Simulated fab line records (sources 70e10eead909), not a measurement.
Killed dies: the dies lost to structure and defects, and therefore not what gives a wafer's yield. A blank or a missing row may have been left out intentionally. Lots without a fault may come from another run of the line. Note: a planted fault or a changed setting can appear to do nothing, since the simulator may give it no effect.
Which tool is to blame? + flow nand-harc + 24 lots with 72 wafers sampled at 3 steps, on a route of 1302 steps

WHAT EACH GAUGE READ, for each wafer
NHARC_A_DECK1_JOINT_THK_MEAS_14: measures by ellipsometry. Usual: thk-nm reads 50.7 nm (standard deviation 1.4).
| lot  | measured     | on            | thk-nm (nm)    | flag |
|------|--------------|---------------|----------------|------|
| L074 | day 11 13:02 | film-metro-01 | 53.7 50.6 50.2 |      |
| L076 | day 12 08:13 | film-metro-02 | 50.4 53.2 51.3 |      |
| L075 | day 12 08:13 | film-metro-01 | 51.2 55.0 50.7 |      |
| L077 | day 12 15:25 | film-metro-02 | 51.2 51.3 51.5 |      |
| L079 | day 13 03:35 | film-metro-02 | 49.4 49.8 51.8 |      |
| L078 | day 13 00:41 | film-metro-02 | 51.9 50.0 50.9 |      |
| L080 | day 13 17:53 | film-metro-01 | 50.1 52.2 51.7 |      |
| L081 | day 14 20:41 | film-metro-01 | 51.9 50.8 51.0 |      |
| L082 | day 14 17:03 | film-metro-02 | 48.0 51.3 50.0 |      |
| L083 | day 14 20:40 | film-metro-02 | 50.3 51.8 51.4 |      |
| L084 | day 15 17:08 | film-metro-01 | 51.3 51.6 51.2 |      |
| L085 | day 16 08:28 | film-metro-02 | 53.3 50.3 50.3 |      |
| L086 | day 16 21:11 | film-metro-01 | 49.1 48.5 50.7 |      |
| L087 | day 16 21:12 | film-metro-01 | 50.2 49.7 51.3 |      |
| L088 | day 17 09:08 | film-metro-01 | 48.7 50.4 49.9 |      |
| L089 | day 17 09:08 | film-metro-02 | 53.2 49.9 49.9 |      |
| L090 | day 18 03:33 | film-metro-02 | 51.1 47.3 53.6 |      |
| L091 | day 18 13:04 | film-metro-02 | 52.1 50.0 51.0 |      |
| L092 | day 18 13:04 | film-metro-01 | 50.7 50.0 51.5 |      |
| L093 | day 19 04:43 | film-metro-01 | 49.8 50.5 47.3 |      |
| L094 | day 19 18:20 | film-metro-01 | 53.2 51.1 51.5 |      |
| L095 | day 20 05:36 | film-metro-02 | 49.5 49.8 50.1 |      |
| L096 | day 20 18:52 | film-metro-02 | 48.7 48.9 50.6 |      |
| L097 | day 21 01:50 | film-metro-01 | 49.8 50.8 51.8 |      |

NHARC_A_ONON_D2_THK_MEAS_02: measures by ellipsometry. Usual: thk-nm reads 999 nm (standard deviation 9.5).
| lot  | measured     | on            | thk-nm (nm)    | flag |
|------|--------------|---------------|----------------|------|
| L074 | day 12 14:28 | film-metro-02 | 999 999 999    |      |
| L076 | day 13 08:00 | film-metro-02 | 1008 1009 1010 |      |
| L075 | day 13 07:59 | film-metro-02 | 976 976 975    |      |
| L077 | day 13 22:21 | film-metro-01 | 1004 1004 1005 |      |
| L079 | day 14 02:20 | film-metro-02 | 994 995 995    |      |
| L078 | day 14 02:19 | film-metro-01 | 989 988 990    |      |
| L080 | day 14 22:47 | film-metro-01 | 1008 1008 1009 |      |
| L081 | day 15 23:07 | film-metro-01 | 1006 1007 1006 |      |
| L082 | day 15 15:33 | film-metro-01 | 999 997 1000   |      |
| L083 | day 15 23:11 | film-metro-02 | 1008 1008 1006 |      |
| L084 | day 16 17:37 | film-metro-01 | 985 986 987    |      |
| L085 | day 17 08:10 | film-metro-01 | 987 987 986    |      |
| L086 | day 17 21:13 | film-metro-02 | 988 989 988    |      |
| L087 | day 17 21:13 | film-metro-01 | 1001 1003 1002 |      |
| L088 | day 18 13:09 | film-metro-01 | 989 989 988    |      |
| L089 | day 18 12:59 | film-metro-02 | 1003 1003 1002 |      |
| L090 | day 19 00:51 | film-metro-01 | 996 997 996    |      |
| L091 | day 19 14:09 | film-metro-01 | 1013 1012 1012 |      |
| L092 | day 19 14:09 | film-metro-02 | 992 991 991    |      |
| L093 | day 20 05:17 | film-metro-01 | 1015 1015 1015 |      |
| L094 | day 20 17:32 | film-metro-02 | 1000 1000 1002 |      |
| L095 | day 21 08:52 | film-metro-01 | 995 995 993    |      |
| L096 | day 22 00:44 | film-metro-01 | 1003 1002 1002 |      |
| L097 | day 22 10:08 | film-metro-01 | 1007 1004 1005 |      |

TOOL THAT RAN EACH LOT (tool first, then ch and the chambers of the sampled wafers, then the start)
| lot  | NHARC_A_CHANNEL_HOLE_D1_XSEM_31 |
|------|---------------------------------|
| L074 | xsem-01 ch 0, day 9 00:42       |
| L076 | xsem-02 ch 0, day 9 18:20       |
| L075 | xsem-01 ch 0, day 9 18:54       |
| L077 | xsem-02 ch 0, day 10 03:11      |
| L079 | xsem-02 ch 0, day 10 12:56      |
| L078 | xsem-01 ch 0, day 10 13:58      |
| L080 | xsem-02 ch 0, day 11 05:35      |
| L081 | xsem-01 ch 0, day 11 23:07      |
| L082 | xsem-02 ch 0, day 12 04:34      |
| L083 | xsem-02 ch 0, day 12 08:44      |
| L084 | xsem-01 ch 0, day 13 04:17      |
| L085 | xsem-02 ch 0, day 13 11:18      |
| L086 | xsem-02 ch 0, day 14 06:50      |
| L087 | xsem-01 ch 0, day 14 10:29      |
| L088 | xsem-02 ch 0, day 14 19:48      |
| L089 | xsem-01 ch 0, day 14 20:17      |
| L090 | xsem-01 ch 0, day 15 16:15      |
| L091 | xsem-01 ch 0, day 16 01:59      |
| L092 | xsem-02 ch 0, day 16 04:11      |
| L093 | xsem-02 ch 0, day 16 15:08      |
| L094 | xsem-01 ch 0, day 17 06:17      |
| L095 | xsem-02 ch 0, day 17 18:13      |
| L096 | xsem-02 ch 0, day 18 03:55      |
| L097 | xsem-02 ch 0, day 18 14:40      |
- NHARC_A_CHANNEL_HOLE_D1_XSEM_31

AS READ BY THE TOOLS THEMSELVES (means over the sampled wafers that have a number; for cases with no such wafer, the mark the record gives instead)
NHARC_A_CHANNEL_HOLE_D1_XSEM_31. Usual: bot-cd-nm 74.2 nm, standard deviation 1.3; bow-nm 8.6 nm, standard deviation 0.31; tilt-deg 0.07 degrees, standard deviation 0.033.
| lot  | tool    | bot-cd-nm (nm) | bow-nm (nm) | tilt-deg (degrees) | flag |
|------|---------|----------------|-------------|--------------------|------|
| L074 | xsem-01 | 72.3           | 8.6         | -0.02              |      |
| L076 | xsem-02 | 74.0           | 9.3         | 0.08               |      |
| L075 | xsem-01 | 74.6           | 8.9         | 0.04               |      |
| L077 | xsem-02 | 73.4           | 8.6         | 0.09               |      |
| L079 | xsem-02 | 73.7           | 8.7         | 0.03               |      |
| L078 | xsem-01 | 75.5           | 8.5         | 0.12               |      |
| L080 | xsem-02 | 74.1           | 8.5         | 0.04               |      |
| L081 | xsem-01 | 75.1           | 8.8         | 0.04               |      |
| L082 | xsem-02 | 75.8           | 8.1         | 0.09               |      |
| L083 | xsem-02 | 73.1           | 8.6         | 0.09               |      |
| L084 | xsem-01 | 73.7           | 8.2         | 0.06               |      |
| L085 | xsem-02 | 74.7           | 8.7         | 0.13               |      |
| L086 | xsem-02 | 75.7           | 8.9         | 0.07               |      |
| L087 | xsem-01 | 75.5           | 8.9         | 0.06               |      |
| L088 | xsem-02 | 74.8           | 8.8         | 0.03               |      |
| L089 | xsem-01 | 74.0           | 8.5         | 0.08               |      |
| L090 | xsem-01 | 74.6           | 8.2         | 0.05               |      |
| L091 | xsem-01 | 73.3           | 8.1         | 0.05               |      |
| L092 | xsem-02 | 74.8           | 8.6         | 0.04               |      |
| L093 | xsem-02 | 74.1           | 8.4         | 0.09               |      |
| L094 | xsem-01 | 74.8           | 8.9         | 0.13               |      |
| L095 | xsem-02 | 73.4           | 8.4         | 0.07               |      |
| L096 | xsem-02 | 74.3           | 8.9         | 0.08               |      |
| L097 | xsem-02 | 74.8           | 8.9         | 0.05               |      |

THE ANSWER, worked out from the rows above alone
Rule: a lot counts as off when the mean over its wafers that have a number is more than 3 standard deviations away from the usual mean. A lot without any number at a reading at which 4 lots or more have one is off too. Where the step has rows for the other lots, those lots are counted as sound. After the gauges, taken in route order, come the tools' own readings; for these a lot's mean is taken, as printed above. At the first step where some lot is off, the reading lying furthest off is the one used; lots without a number count as furthest.
Across all readings shown, no lot is off: no conclusion can be drawn from this.

WHAT THE SIMULATOR HAD INSERTED
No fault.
